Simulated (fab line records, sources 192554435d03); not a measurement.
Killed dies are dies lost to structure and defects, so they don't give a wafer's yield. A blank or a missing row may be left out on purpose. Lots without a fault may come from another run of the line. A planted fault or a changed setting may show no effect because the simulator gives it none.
Chamber matching | flow n5_finfet | N5_BEOL_M4_DESCUM_33 on rie_diel-05: 4 sister chambers
The step chemistry O2, time 7 s. 8 wafers are shown with their chamber, then 9 later ones without.

WAFERS WITH THEIR CHAMBER
wafer  | chamber | drypump_motor_current_A (A) | showerhead_plenum_p_Torr (Torr)
L080.1 | 3       | 5.4                         | 2.23
L080.4 | 1       | 6.2                         | 2.12
L082.1 | 1       | 6.2                         | 2.12
L082.2 | 0       | 5.5                         | 2.11
L082.3 | 3       | 5.5                         | 2.22
L084.3 | 0       | 5.5                         | 2.10
L084.4 | 2       | 4.9                         | 2.17
L084.6 | 2       | 4.9                         | 2.17

WAFERS WITHOUT THEIR CHAMBER
wafer  | drypump_motor_current_A (A) | showerhead_plenum_p_Torr (Torr)
L092.1 | 5.5                         | 2.22
L092.3 | 6.2                         | 2.11
L092.4 | 5.5                         | 2.10
L093.2 | 5.5                         | 2.10
L093.4 | 4.9                         | 2.16
L093.5 | 6.2                         | 2.11
L095.2 | 6.2                         | 2.11
L095.3 | 5.5                         | 2.10
L095.5 | 5.5                         | 2.21

WHICH CHAMBER EACH WENT THROUGH
wafer  | from the rows above | in truth
L092.1 | 3                   | 3
L092.3 | 1                   | 1
L092.4 | 0                   | 0
L093.2 | 0                   | 0
L093.4 | 2                   | 2
L093.5 | 1                   | 1
L095.2 | 1                   | 1
L095.3 | 0                   | 0
L095.5 | 3                   | 3
Placed correctly: 9 of 9. Can't be placed from these rows: 0. Placed wrongly: 0.
How it was worked out, from the rows above alone: a wafer's distance from a chamber is the root of the sum, over the readings, of the square of ((its reading less the chamber's mean) divided by the reading's scatter). The wafer belongs to the nearest chamber; if the next one is less than 2 further off, it can't be placed. A chamber's mean is the mean of its shown wafers. The scatter: the root of (the sum of the squares of (reading less its chamber's mean) over the shown wafers, divided by (wafers less chambers)).
